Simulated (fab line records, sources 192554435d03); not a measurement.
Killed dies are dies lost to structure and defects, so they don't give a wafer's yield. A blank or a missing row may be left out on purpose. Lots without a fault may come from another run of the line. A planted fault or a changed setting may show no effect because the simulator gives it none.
Split-lot experiment | flow n5_finfet | 7 lots, 21 wafers read, on a route of 1938 steps

THE SPLIT
At N5_BEOL_M8_EXPOSE_25 (exposes mask V7, target cd 40 nm), the setting dose_mj was moved away from the recipe's 42.5 on 9 of the 21 wafers read, by -6.3% to +6.8%. The other wafers ran this setting at the recipe's value.

FROM THE SPLIT TO THE READING: what the file shows between them, 2 steps
- N5_BEOL_M8_PEB_26: peb time 60 s
- N5_BEOL_M8_DEVELOP_27: develop time 30 s

THE READING
cd_nm, in nm, at N5_BEOL_M8_CD_MEAS_28 (target cd 40 nm). Fault-free wafers of this fab line usually give 39.94 nm, standard deviation 0.21 nm.

wafer  | tool, chamber at the split | dose_mj as run | against the recipe | cd_nm, nm | against lot-mates on the recipe
L079.1 | euv_scanner-01, 0          | 43.8           | +3.1%              | 40.44     | +0.53
L079.2 | euv_scanner-01, 0          | 42.5           | recipe             | 39.70     | -
L079.3 | euv_scanner-01, 0          | 42.5           | recipe             | 40.12     | -
L078.3 | euv_scanner-01, 0          | 42.5           | recipe             | 39.90     | -
L078.5 | euv_scanner-01, 0          | 42.5           | recipe             | 40.10     | -
L078.6 | euv_scanner-01, 0          | 42.5           | recipe             | 39.84     | -
L084.2 | euv_scanner-02, 0          | 42.5           | recipe             | 39.72     | -
L084.3 | euv_scanner-02, 0          | 42.5           | recipe             | 39.65     | -
L084.4 | euv_scanner-02, 0          | 42.5           | recipe             | 40.00     | -
L086.1 | euv_scanner-02, 0          | 44.79          | +5.4%              | 40.82     | +1.03
L086.5 | euv_scanner-02, 0          | 44.79          | +5.4%              | 41.14     | +1.35
L086.6 | euv_scanner-02, 0          | 42.5           | recipe             | 39.79     | -
L089.2 | euv_scanner-01, 0          | 45.39          | +6.8%              | 40.96     | +1.07
L089.5 | euv_scanner-01, 0          | 42.5           | recipe             | 39.89     | -
L089.6 | euv_scanner-01, 0          | 45.39          | +6.8%              | 41.00     | +1.11
L092.2 | euv_scanner-01, 0          | 39.83          | -6.3%              | 38.61     | -1.20
L092.3 | euv_scanner-01, 0          | 39.83          | -6.3%              | 38.05     | -1.76
L092.6 | euv_scanner-01, 0          | 42.5           | recipe             | 39.81     | -
L094.2 | euv_scanner-02, 0          | 44.76          | +5.3%              | 41.02     | +1.20
L094.5 | euv_scanner-02, 0          | 44.76          | +5.3%              | 41.07     | +1.25
L094.6 | euv_scanner-02, 0          | 42.5           | recipe             | 39.82     | -

THE FIT
A straight line over all 21 wafers: cd_nm changes by +0.21 nm for each +1% of dose_mj; r = +0.97; the points scatter about the line by 0.19 nm.
The same after taking each lot's own level away (the mean of its wafers on the recipe; 21 wafers): +0.209 nm for each +1%; r = +0.97; scatter 0.19 nm.
On that fit, the largest move of dose_mj shifts the reading by 1.4 nm.
The lots' own levels span 39.790 to 39.947 nm, that is 0.7 times the standard deviation above.
So the lot-to-lot level changes the slope little: the two slopes agree.
Check: with one of the wafers moved furthest among these (+6.8%) left out of the fit, the line predicts +1.45 nm for it against its lot-mates. It came out at +1.07 nm against them.

OTHER SPLITS ON THESE WAFERS
These wafers also went through other splits before the reading. Each is held against what the fit with the lots' levels taken away leaves over:
other split on the same wafers     | wafers away from the commonest value | r with cd_nm (lot level and that fit taken away)
N5_BEOL_M5_TRENCH_ETCH_37 source_w | 6                                    | -0.34
N5_BEOL_M6_PECVD_70 time_s         | 6                                    | +0.00
N5_BEOL_M6_HM_DEP_02 target_thk_a  | 4                                    | -0.16
N5_BEOL_M7_COAT_71 spin_rpm        | 10                                   | +0.29
N5_BEOL_M7_DESCUM_33 time_s        | 5                                    | +0.27
N5_BEOL_M8_PECVD_70 temp_c         | 4                                    | +0.15

THE FILE'S OWN FIT
cd_nm changes by +0.205 nm for each +1% of dose_mj, r = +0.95.
